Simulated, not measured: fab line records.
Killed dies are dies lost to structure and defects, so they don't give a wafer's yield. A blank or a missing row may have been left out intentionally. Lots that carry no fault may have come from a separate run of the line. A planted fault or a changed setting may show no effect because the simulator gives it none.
Comparing a struck lot with a sound one	flow nand_harc	14 steps out of a route of 1302
Sound: these wafers, L441.2, L441.4, L441.6. Struck: wafer L451.2 (left out: L451.3, L451.4 of the same lot, which were not struck); the cause appears at the end.
For every step that has rows: the tool of each side, followed by ch and its chambers, followed by its first start. Under that, the readings that differ: sound wafers	struck wafers	difference of the means	sigmas: that difference in standard deviations of wafers without a fault.
alike: readings with means less than 2 such deviations apart, plus words and numbers identical on both sides. not compared: withheld readings, readings lacking a value on some wafer, bounds such as >300 that could conceal the same value, and numbers that have no deviation in the record and whose values overlap.
A row with sigmas, a row that says differs or no value, or rows on one side alone: a step with any of these is where the two part. Numbers that don't overlap but have no deviation are shown without sigmas and don't part them. A reading missing from all wafers of one side parts the sides only when that side holds two or more wafers.

NHARC_A_STAIRCASE_TRIM_14: chemistry O2, time 211.2 s.
  sound: rie_diel-03 ch 2,3; struck: rie_diel-03 ch 0
reading	sound	struck	difference	sigmas
drypump_motor_current_A (A)	5.9 4.9 4.9	6.5	+1.3	+3
  alike: oes_product_au, rf_vpp_V, showerhead_plenum_p_Torr, throttle_valve_pct
  not compared: rf_hours_counter_h
then, 1 step without rows for these wafers: NHARC_A_STAIRCASE_ETCH_15 (etches the open film in C4F8/O2, target depth 100 nm, time 40.5 s).
NHARC_A_STAIRCASE_TRIM_16: chemistry O2, time 211.2 s.
  sound: rie_diel-03 ch 0,1,3; struck: rie_diel-03 ch 1
  alike: drypump_motor_current_A, oes_product_au, rf_vpp_V, showerhead_plenum_p_Torr, throttle_valve_pct
  not compared: rf_hours_counter_h
then, 1 step without rows for these wafers: NHARC_A_STAIRCASE_ETCH_17 (etches the open film in C4F8/O2, target depth 100 nm, time 40.5 s).
NHARC_A_STAIRCASE_TRIM_18: chemistry O2, time 211.2 s.
  sound: rie_diel-03 ch 1,2,3; struck: rie_diel-03 ch 0
reading	sound	struck	difference	sigmas
drypump_motor_current_A (A)	5.7 4.9 5.9	6.6	+1.1	+3
  alike: oes_product_au, rf_vpp_V, showerhead_plenum_p_Torr, throttle_valve_pct
  not compared: rf_hours_counter_h
then, 1 step without rows for these wafers: NHARC_A_STAIRCASE_ETCH_19 (etches the open film in C4F8/O2, target depth 100 nm, time 40.5 s).
NHARC_A_STAIRCASE_TRIM_20: chemistry O2, time 211.2 s.
  sound on rie_diel-12 ch 0,2, day 17 04:16; struck on rie_diel-12 ch 3, day 21 22:48
  alike: drypump_motor_current_A, oes_product_au, rf_vpp_V, showerhead_plenum_p_Torr, throttle_valve_pct
  not compared: rf_hours_counter_h
then, 3 steps without rows for these wafers: NHARC_A_STAIRCASE_ETCH_21 (etches the open film in C4F8/O2, target depth 100 nm, time 40.5 s); NHARC_A_STAIRCASE_TRIM_22 (chemistry O2, time 211.2 s); NHARC_A_STAIRCASE_ETCH_23 (etches the open film in C4F8/O2, target depth 100 nm, time 40.5 s).
NHARC_A_STAIRCASE_TRIM_24: chemistry O2, time 211.2 s.
  sound: rie_diel-12 ch 1,3; struck: rie_diel-12 ch 2
  alike: drypump_motor_current_A, oes_product_au, rf_vpp_V, showerhead_plenum_p_Torr, throttle_valve_pct
  not compared: rf_hours_counter_h
NHARC_A_STAIRCASE_ETCH_25: etches the open film in C4F8/O2, target depth 100 nm, time 40.5 s.
  sound on rie_diel-12 ch 1,2,3, day 17 04:55; struck on rie_diel-12 ch 2, day 21 23:37
reading	sound	struck	difference	sigmas
run_length_s (s)	61.4 61.3 62.0	58.0	-3.6	-9
  alike: oes_product_au, rf_vpp_V
  not compared: bias_w, rf_fwd_power_W, rf_hours_counter_h
then, 1 step without rows for these wafers: NHARC_A_STAIRCASE_TRIM_26 (chemistry O2, time 211.2 s).
NHARC_END_SORT_01:
  the record has rows for the sound wafers here (prober-02 ch 0, day 25 12:20) and none for the struck ones

## WHERE THEY PART
Earliest at NHARC_A_STAIRCASE_TRIM_14; latest, in this record, at NHARC_END_SORT_01.

WHY: what had been put in by the simulator
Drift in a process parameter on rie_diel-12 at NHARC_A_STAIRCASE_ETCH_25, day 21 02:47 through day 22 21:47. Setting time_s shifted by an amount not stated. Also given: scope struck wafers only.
